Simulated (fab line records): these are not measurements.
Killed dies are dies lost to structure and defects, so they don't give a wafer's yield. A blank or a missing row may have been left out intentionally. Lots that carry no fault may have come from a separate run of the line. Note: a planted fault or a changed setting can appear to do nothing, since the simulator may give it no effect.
One fault seen from 2 desks ; flow nand_harc ; what lay behind the numbers comes last; until then each desk has only its own

## THE METROLOGY DESK
Lot by lot, what the gauges showed, no matter which tool ran the lot: averages of those sampled wafers that carry a number. Any lot whose mean is over 4 standard deviations away from the usual mean is out of limits and marked OUT; that distance is given in the brackets.
Columns: A = thk_nm at NHARC_A_ONON_D2_THK_MEAS_02, usual 1003 nm
lot;first seen here;A
L432;day 12 21:22;995
L433;day 12 21:23;999
L438;day 15 06:58;991
L440;day 16 04:28;960 (-5.6) OUT
L444;day 18 04:17;1001
L446;day 18 14:05;999
L445;day 18 14:15;1003
L447;day 19 00:13;1008
L449;day 19 15:43;999
L450;day 20 12:02;994
L451;day 20 12:04;1002
L453;day 22 01:34;1018
L454;day 22 13:26;998
Finding of this desk: L440 out of limits; the first was L440 at day 16 04:28, on thk_nm at NHARC_A_ONON_D2_THK_MEAS_02. In limits: L432, L433, L438, L444, L446, L445, L447, L449, L450, L451, L453, L454.

## AT THE TOOL OWNER'S DESK: pecvd_onon-03
The tool's own readings at NHARC_A_ONON_D2_DEP_00 (target thk 1000 nm): means of the sampled wafers that have a number, for each lot that ran on this tool. Any lot whose mean is over 4 standard deviations away from the usual mean is out of limits and marked OUT; that distance is given in the brackets.
Columns: A = n2o_flow_sccm at NHARC_A_ONON_D2_DEP_00, usual 1999 sccm; B = susceptor_temp_C at NHARC_A_ONON_D2_DEP_00, usual 399.99 C
lot;first seen here;A;B
L433;day 12 20:59;2006;400.13
L438;day 15 06:28;1992;400.21
L440;day 16 03:57;2003;400.12
L450;day 20 11:35;1994;399.85
L453;day 22 01:03;2002;399.90
Result from this desk: across the 5 lots, nothing is out of limits.

## TAKEN TOGETHER
At day 16 04:28 the metrology desk could have sounded an alarm, on L440.
The desk of the tool owner found nothing out of limits.
Tool owner's desk: L440 on record, inside its limits.
Of the lots named, all ran NHARC_A_ONON_D2_DEP_00 on pecvd_onon-03.

## WHAT THE SIMULATOR PUT IN
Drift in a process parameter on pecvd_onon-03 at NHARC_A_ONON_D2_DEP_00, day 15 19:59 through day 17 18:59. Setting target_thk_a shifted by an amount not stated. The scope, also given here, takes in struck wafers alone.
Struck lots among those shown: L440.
Hours from the fault's start to each desk's first reading out of limits: the metrology desk, 8.
